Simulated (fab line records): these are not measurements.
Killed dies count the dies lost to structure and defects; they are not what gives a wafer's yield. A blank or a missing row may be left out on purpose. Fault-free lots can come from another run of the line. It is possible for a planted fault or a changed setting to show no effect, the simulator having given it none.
fab line records	flow nand-harc
record: lots: 6	wafers: 18	last-day: 24
route steps=1159 shown A_SLIT@802 A_SIN_REMOVE@804 A_WL_FILL@809 END@1159
lots untouched by any fault: they come from a run of this same line in which no faults occurred
start-h: hours from the record's first day to the start of the lot's first wafer shown	wait-h: hours elapsed since this lot's preceding step	" repeats the value in the row above	L1.1+2: several wafers, shown together as one row	- no value present, or no start provided	* or withheld: withheld	< > ~ a bound
route shown NAME@n: names a module that has steps shown in the file, with the first one's number in the route	usual: mean/standard deviation of fault-free wafers	same: alike in all rows	chamber/n: place in a boat	sites: each site's reading	_std_site: standard deviation of those values	_edge_site: the outer-site mean with the inner-site mean subtracted	radius-mm: for every site, how far away it sits from the centre of the wafer	mask NAME#n: copy n	behind: the most recent tool/chamber to have shaped the wafer	hold: cause of the lot's hold/its duration in hours/its outcome	device: the transistor (n, p or np) that didn't switch	end of line: tests of these same wafers at the route's end	a step with no rows: only its recipe	killed: dies lost to structure and defects at the first sort, not the wafer's yield	map: per-die view of a wafer (x killed, . not killed, _ where there is no die)
set.NAME: the setting that was run; set.NAME@STEP: the one run at that earlier step	model.NAME: the simulator's own value behind a step, which no gauge read
lots at some steps of the route; a table a step, a row a wafer
services: a tool's chamber out of use, with start hour (start-h, from the record's first day; less than 0 if before it), hours out, and reason
== steps ==
step: NHARC_A_SLIT_SRD_20
step: NHARC_A_SLIT_CD_MEAS_21
usual: cd-nm: 289.4/0.85
lot.wafer	tool	chamber	start-h	wait-h	cd-nm
L894.2	cd-sem-03	-	376.81	-	290.2
L894.3	"	-	"	"	289.6
L894.5	"	-	"	"	290.2
L895.1	cd-sem-02	-	377.94	-	289.5
L895.5	"	-	"	"	289.6
L895.6	"	-	"	"	289.8
L900.2	cd-sem-03	-	395.08	-	290.1
L900.4	"	-	"	"	288.8
L900.6	"	-	"	"	289.6
L899.1	cd-sem-01	-	412.23	-	289.5
L899.2	"	-	"	"	289.5
L899.4	"	-	"	"	289.3
L903.2	cd-sem-03	-	413.92	-	289.2
L903.3	"	-	"	"	288.8
L903.5	"	-	"	"	289.6
L907.1	cd-sem-03	-	451.04	0.1	288.0
L907.3	"	-	"	"	287.4
L907.5	"	-	"	"	288.0
step: NHARC_A_SIN_REMOVE_WET_00
recipe: temp-c: 160	time-s: 15300	chemistry: H3PO4
step: NHARC_A_SIN_REMOVE_PRECLEAN_01
recipe: time-s: *	temp-c: 50	bath-age-min: 0	chemistry: SC1
step: NHARC_A_SIN_REMOVE_SRD_02
step: NHARC_A_SIN_REMOVE_INSPECT_04
usual: raw-defect-count: 307/85
lot.wafer	tool	chamber	start-h	wait-h	raw-defect-count
L894.2	defect-inspect-02	-	382.84	0.1	316
L894.3	"	-	"	"	285
L894.5	"	-	"	"	260
L895.1	defect-inspect-02	-	385.60	0.0	292
L895.5	"	-	"	"	354
L895.6	"	-	"	"	232
L900.2	defect-inspect-02	-	402.77	0.0	295
L900.4	"	-	"	"	330
L900.6	"	-	"	"	292
L899.1	defect-inspect-01	-	419.90	0.0	255
L899.2	"	-	"	"	243
L899.4	"	-	"	"	559
L903.2	defect-inspect-02	-	419.90	0.0	220
L903.3	"	-	"	"	262
L903.5	"	-	"	"	420
L907.1	defect-inspect-02	-	458.76	0.0	343
L907.3	"	-	"	"	358
L907.5	"	-	"	"	389
step: NHARC_A_WL_FILL_ALD_00
recipe: target-thk-a: 30	pulse-time-s: 3	ald-cycles: 30	temp-c: 300	material: Al2O3
usual: heater-power-w: 436/42	precursor-pulse-height-rel: 0.996/0.019
lot.wafer	tool	chamber	start-h	wait-h	heater-power-w	precursor-pulse-height-rel
L894.3	ald-hk-02	3	383.11	0.3	480	1.017
L894.2	"	0	"	"	388	1.000
L894.5	"	2	"	"	425	1.014
L895.1	ald-hk-03	0	385.66	0.1	316	0.997
L895.6	"	0	"	"	318	0.977
L895.5	"	1	"	"	432	0.998
L900.4	ald-hk-02	2	404.25	1.5	417	1.022
L900.2	"	1	"	"	451	0.997
L900.6	"	3	"	"	450	0.974
L899.4	ald-hk-02	3	419.96	0.1	479	1.010
L899.2	"	0	"	"	378	0.974
L899.1	"	1	"	"	457	1.019
L903.3	ald-hk-02	0	420.13	0.2	384	0.989
L903.2	"	2	"	"	420	0.975
L903.5	"	0	"	"	377	1.004
L907.3	ald-hk-02	0	458.87	0.1	386	1.037
L907.1	"	1	"	"	456	0.999
L907.5	"	3	"	"	478	1.036
step: NHARC_A_WL_FILL_RTA_01
recipe: temp-c: 1000	time-s: 5
usual: anneal-temp-c-max: 1005.1/0.94	lamp-power-pct: 31/3.6	lamp_zone_6_pct: 31/3.6	lamp_zone_7_pct: 32/3.6	wafer_temp_C_max: 1005.1/1.4
lot.wafer	tool	chamber	start-h	wait-h	anneal-temp-c-max	lamp-power-pct	lamp_zone_6_pct	lamp_zone_7_pct	wafer_temp_C_max
L894.2	rtp-anneal-01	0	383.34	-	1005.6	34	34	34	1006.5
L894.3	"	0	"	"	1005.4	34	34	34	1004.4
L894.5	"	0	"	"	1006.3	34	34	34	1004.2
L895.1	rtp-anneal-01	0	385.93	-	1006.7	34	34	34	1007.8
L895.5	"	0	"	"	1007.1	34	34	35	1008.3
L895.6	"	0	"	"	1005.0	34	34	35	1005.0
L900.2	rtp-anneal-02	0	404.54	-	1004.4	26	26	27	1003.1
L900.4	"	0	"	"	1003.5	26	26	27	1003.4
L900.6	"	0	"	"	1003.0	26	26	27	1003.8
L899.1	rtp-anneal-02	0	420.22	-	1004.0	26	26	27	1003.0
L899.2	"	0	"	"	1005.7	26	26	27	1005.4
L899.4	"	0	"	"	1004.2	26	26	27	1004.9
L903.2	rtp-anneal-01	0	420.42	-	1006.3	34	34	34	1006.7
L903.3	"	0	"	"	1005.8	34	34	34	1005.7
L903.5	"	0	"	"	1006.8	34	34	34	1005.1
L907.1	rtp-anneal-01	0	459.08	-	1006.7	34	34	34	1005.4
L907.3	"	0	"	"	1003.9	34	34	35	1005.7
L907.5	"	0	"	"	1005.6	34	34	34	1006.1
step: NHARC_A_WL_FILL_ALD_02
recipe: target-thk-a: 20	pulse-time-s: 3	ald-cycles: 100	temp-c: 450	material: TiN
usual: heater-power-w: 1088/110	precursor-pulse-height-rel: 1.000/0.019
lot.wafer	tool	chamber	start-h	wait-h	heater-power-w	precursor-pulse-height-rel
L894.3	ald-metal-04	0	383.56	0.2	966	0.977
L894.2	"	1	"	"	1024	1.008
L894.5	"	0	"	"	970	1.010
L895.1	ald-metal-04	0	386.22	0.3	995	0.968
L895.5	"	2	"	"	1046	1.011
L895.6	"	3	"	"	1197	0.989
L900.2	ald-metal-01	2	404.73	0.2	1129	0.996
L900.4	"	1	"	"	1082	1.012
L900.6	"	3	"	"	1257	0.996
L899.4	ald-metal-03	3	420.44	0.1	1120	0.968
L899.2	"	0	"	"	1083	0.968
L899.1	"	2	"	"	1245	1.004
L903.3	ald-metal-01	1	420.65	0.2	1093	1.007
L903.2	"	2	"	"	1115	1.012
L903.5	"	0	"	"	1029	0.976
L907.3	ald-metal-04	2	459.29	0.1	1014	1.019
L907.1	"	3	"	"	1255	1.010
L907.5	"	3	"	"	1196	0.987
step: NHARC_A_WL_FILL_CVD_03
recipe: target-thk-a: 400	temp-c: 300	pressure-torr: 40	wf6-flow-sccm: 40	h2-flow-sccm: 1600	ar-flow-sccm: 1560	time-s: 3302	material: W
usual: heater-power-w: 438/62	throttle-valve-pct: 7.82/0.23
lot.wafer	tool	chamber	start-h	wait-h	heater-power-w	throttle-valve-pct
L894.2	cvd-w-02	1	392.40	8.5	512	7.87
L894.3	"	1	"	"	524	7.75
L894.5	"	1	"	"	520	7.85
L895.1	cvd-w-01	0	396.24	9.7	384	7.69
L895.6	"	1	397.66	11.1	473	8.01
L895.5	"	0	"	"	384	7.58
L900.2	cvd-w-02	0	405.64	0.5	371	7.64
L900.4	"	1	"	"	527	8.30
L900.6	"	1	"	"	544	7.58
L899.1	cvd-w-01	1	428.32	7.5	475	8.05
L899.2	"	0	"	"	383	7.35
L899.4	"	0	"	"	382	7.73
L903.2	cvd-w-02	1	429.24	8.2	520	7.85
L903.3	"	0	"	"	385	7.77
L903.5	"	0	"	"	375	7.67
L907.1	cvd-w-01	0	468.59	8.9	383	7.85
L907.3	"	0	"	"	382	7.77
L907.5	"	0	"	"	382	7.72
step: NHARC_A_WL_FILL_ETCHBACK_04
recipe: target-depth-a: 600	time-s: 120	chemistry: NF3
usual: chamber-pressure-mTorr: 300.02/0.28	drypump-motor-current-A: 5.4/0.38	oes-product-au: 0.998/0.0064	run-length-s: 141.3/0.43
lot.wafer	tool	chamber	start-h	wait-h	chamber-pressure-mTorr	drypump-motor-current-A	oes-product-au	rf-hours-counter-h	run-length-s
L894.2	rie-metal-03	1	395.32	2.4	300.00	5.0	1.005	3.3	140.7
L894.3	"	0	"	"	300.21	6.1	0.996	-	140.7
L894.5	"	1	"	"	299.80	5.0	1.002	-	140.8
L895.1	rie-metal-01	0	399.09	2.4	300.02	5.9	0.996	1.0	141.9
L895.5	"	0	"	"	299.81	5.9	0.992	-	142.1
L895.6	"	1	"	"	300.01	5.3	1.007	-	141.5
L900.2	rie-metal-03	0	408.51	2.4	300.01	6.0	0.996	3.7	131.4
L900.4	"	0	"	"	300.34	6.1	1.000	-	131.2
L900.6	"	0	"	"	300.00	6.0	0.991	-	131.2
L899.1	rie-metal-03	1	431.69	2.9	300.02	5.0	0.995	4.4	140.7
L899.2	"	0	"	"	299.85	6.1	0.999	4.2	131.1
L899.4	"	1	"	"	300.12	5.0	0.993	-	140.7
L903.2	rie-metal-02	1	432.20	2.5	299.80	5.1	0.995	-	140.9
L903.3	"	1	"	"	299.78	5.1	0.990	-	141.3
L903.5	"	1	"	"	299.74	5.1	1.001	-	140.8
L907.1	rie-metal-02	0	471.46	2.4	299.60	5.4	1.002	2.4	141.7
L907.3	"	0	"	"	299.86	5.4	0.993	-	142.1
L907.5	"	0	"	"	299.74	5.4	0.988	-	141.6
step: NHARC_A_WL_FILL_ETCHBACK_05
recipe: target-depth-a: 220	time-s: 60	temp-c: 40	chemistry: Cl2/BCl3
usual: chamber-pressure-mTorr: 9.999/0.0084	drypump-motor-current-A: 5.4/0.37	oes-product-au: 0.999/0.0071	run-length-s: 81.3/0.42
lot.wafer	tool	chamber	start-h	wait-h	chamber-pressure-mTorr	drypump-motor-current-A	oes-product-au	rf-hours-counter-h	run-length-s
L894.2	rie-metal-03	1	395.53	0.2	9.986	5.0	0.991	3.5	80.8
L894.3	"	0	"	"	9.996	6.1	0.993	-	81.3
L894.5	"	0	"	"	10.000	6.1	0.988	-	81.1
L895.1	rie-metal-01	0	399.35	0.2	9.992	5.9	0.981	1.1	82.2
L895.5	"	1	"	"	10.008	5.3	0.997	-	81.3
L895.6	"	0	"	"	9.992	5.9	0.991	-	81.7
L900.2	rie-metal-03	1	408.76	0.2	10.004	5.0	0.999	4.0	81.0
L900.4	"	1	"	"	10.004	5.0	1.002	-	80.9
L900.6	"	1	"	"	9.993	5.0	0.989	-	81.3
L899.1	rie-metal-03	0	431.93	0.2	9.988	6.1	0.997	4.4	81.5
L899.2	"	1	"	"	9.995	5.0	0.978	4.5	81.3
L899.4	"	1	"	"	9.987	5.0	0.993	-	81.5
L903.2	rie-metal-02	0	432.58	0.3	10.002	5.5	1.004	1.0	81.3
L903.3	"	1	"	"	9.997	5.1	1.005	-	80.8
L903.5	"	1	"	"	9.993	5.1	0.999	-	80.8
L907.1	rie-metal-02	0	471.91	0.4	10.010	5.4	0.995	2.6	81.5
L907.3	"	0	"	"	9.997	5.4	1.004	-	81.4
L907.5	"	0	"	"	10.007	5.4	1.009	-	82.0
step: NHARC_END_SORT_01
recipe: temp-c: 25
usual: killed-at-array: 28/8.9	killed-at-other: 0.8/1.2	killed-at-periphery: 3.3/2.3	killed-dies: 32/9.4	killed-open: 3.2/1.8	killed-short: 1.9/1.4
same: gross-dies: 677
lot.wafer	tool	chamber	start-h	wait-h	killed-at-array	killed-at-other	killed-at-periphery	killed-dies	killed-open	killed-short
L900.2	prober-02	0	519.06	2.8	31	0	0	31	2	2
L900.4	prober-02	0	520.65	3.4	32	0	2	34	4	5
L900.6	prober-02	0	522.23	4.0	43	0	0	43	2	1
L899.1	prober-02	0	529.35	2.5	37	6	1	44	2	0
L899.2	prober-02	0	530.16	2.8	39	3	5	47	5	2
L899.4	prober-02	0	531.78	3.4	32	3	6	41	3	1
L907.1	prober-02	0	580.76	2.5	39	0	5	44	4	1
L907.3	prober-02	0	582.36	3.1	33	0	2	35	5	0
L907.5	prober-02	0	583.97	3.7	34	0	3	37	1	3
killed by level:class
L900.2 A_CHANNEL_HOLE_D1:chamber-film-flake=20 A_WL_FILL:geometric-particle:short=2 A_STAIRCASE:chamber-film-flake=2 A_WL_FILL:chamber-film-flake=2 A_CONTACT:chamber-film-flake=2 A_WL_FILL:geometric-particle:open=1 A_CONTACT:geometric-particle:open=1 A_SLIT:chamber-film-flake=1
L900.4 A_CHANNEL_HOLE_D1:chamber-film-flake=14 A_CONTACT:chamber-film-flake=6 A_WL_FILL:chamber-film-flake=3 A_ONON_D1:geometric-particle:short=2 A_M1:geometric-particle:open=2 A_STAIRCASE:chamber-film-flake=2 P_GATE:geometric-particle:short=1 P_M0:geometric-particle:open=1
L900.6 A_CHANNEL_HOLE_D1:chamber-film-flake=25 A_STAIRCASE:chamber-film-flake=6 A_CONTACT:chamber-film-flake=5 A_WL_FILL:chamber-film-flake=3 A_ONON_D1:geometric-particle:open=1 A_WL_FILL:geometric-particle:short=1 A_CONTACT:geometric-particle:open=1 A_ZERO_WELL:chamber-film-flake=1
L899.1 A_CHANNEL_HOLE_D1:chamber-film-flake=19 A_STAIRCASE:chamber-film-flake=9 A_CONTACT:chamber-film-flake=8 THIN_TSV:chamber-film-flake=6 P_GATE:geometric-particle:open=1 A_WL_FILL:geometric-particle:open=1
L899.2 A_CHANNEL_HOLE_D1:chamber-film-flake=14 A_CONTACT:chamber-film-flake=12 A_STAIRCASE:chamber-film-flake=8 THIN_TSV:chamber-film-flake=3 A_M0:geometric-particle:short=2 P_STI:chamber-film-flake=2 P_GATE:geometric-particle:open=1 P_M0:geometric-particle:open=1
L899.4 A_CHANNEL_HOLE_D1:chamber-film-flake=13 A_STAIRCASE:chamber-film-flake=10 A_CONTACT:chamber-film-flake=7 THIN_TSV:chamber-film-flake=3 P_CONTACT:geometric-particle:open=2 P_STI:chamber-film-flake=2 A_ONON_D1:geometric-particle:short=1 A_CONTACT:geometric-particle:open=1
L907.1 A_SLIT:chamber-film-flake=15 A_CONTACT:chamber-film-flake=9 A_CHANNEL_HOLE_D1:chamber-film-flake=7 A_BLC:chamber-film-flake=5 P_M0:geometric-particle:open=2 P_M2:chamber-film-flake=2 A_WL_FILL:geometric-particle:open=1 A_M0:geometric-particle:open=1
L907.3 A_SLIT:chamber-film-flake=16 A_BLC:chamber-film-flake=7 A_CHANNEL_HOLE_D1:chamber-film-flake=3 A_CONTACT:chamber-film-flake=3 A_BLC:geometric-particle:open=2 P_M1:geometric-particle:open=1 A_SGD_CUT:geometric-particle:open=1 A_M0:geometric-particle:open=1
L907.5 A_SLIT:chamber-film-flake=17 A_CHANNEL_HOLE_D1:chamber-film-flake=6 A_BLC:chamber-film-flake=4 A_CONTACT:chamber-film-flake=3 P_M2:chamber-film-flake=2 A_CHANNEL_FILL_D1:geometric-particle:short=1 A_SGD_CUT:geometric-particle:short=1 A_SGD_CUT:geometric-particle:open=1
== services ==
tool	chamber	start-h	hours	kind
rie-metal-03	0	370.73	9.2	repair
cvd-w-02	-	378.92	13.0	pm
cvd-w-02	0	378.92	13.0	vent-cycle
cvd-w-02	1	378.92	13.0	vent-cycle
ald-metal-03	0	385.25	9.9	repair
rie-metal-02	-	388.00	9.0	pm
rie-metal-02	0	388.00	9.0	vent-cycle
rie-metal-02	1	388.00	9.0	vent-cycle
cvd-w-02	0	391.92	-	clean
cvd-w-02	1	391.92	-	clean
rie-metal-02	0	397.00	-	clean
rie-metal-02	1	397.00	-	clean
ald-metal-04	-	406.00	10.0	pm
rie-metal-02	0	427.10	5.1	repair
ald-metal-04	1	434.95	4.0	repair
ald-metal-01	-	442.56	0.2	repair
rie-metal-03	-	453.00	9.0	pm
rie-metal-03	0	453.00	9.0	vent-cycle
rie-metal-03	1	453.00	9.0	vent-cycle
ald-metal-01	-	458.00	10.0	pm
rie-metal-03	0	462.00	-	clean
rie-metal-03	1	462.00	-	clean
rie-metal-03	-	462.19	21.8	repair
rie-metal-02	1	470.36	22.9	repair
== key ==
first-sign: step: NHARC_A_WL_FILL_ETCHBACK_04	reading: run-length-s	direction: down	sigmas: 23	usual: *	struck: *
effect none on later readings
met-at NHARC_A_WL_FILL_ETCHBACK_04
struck-wafers L899.2,L900.2,L900.4,L900.6
tester-left-out L899,L900
onset-between 395.32 408.51
fault: kind: process-parameter-drift	tool: rie-metal-03	chamber: 0	onset-h: 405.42	steps: NHARC_A_WL_FILL_ETCHBACK_04	channel: time-s	offset: *	shape: step	end-h: 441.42	acts-in: *	stated: *
tester-left-out: of these lots the tester's yield and bins aren't shown, on N5 and GAA mostly nor the transistor test; their killed dies are dies lost to structure and defects alone, not to doping, threshold or leakage, so they don't give the yield
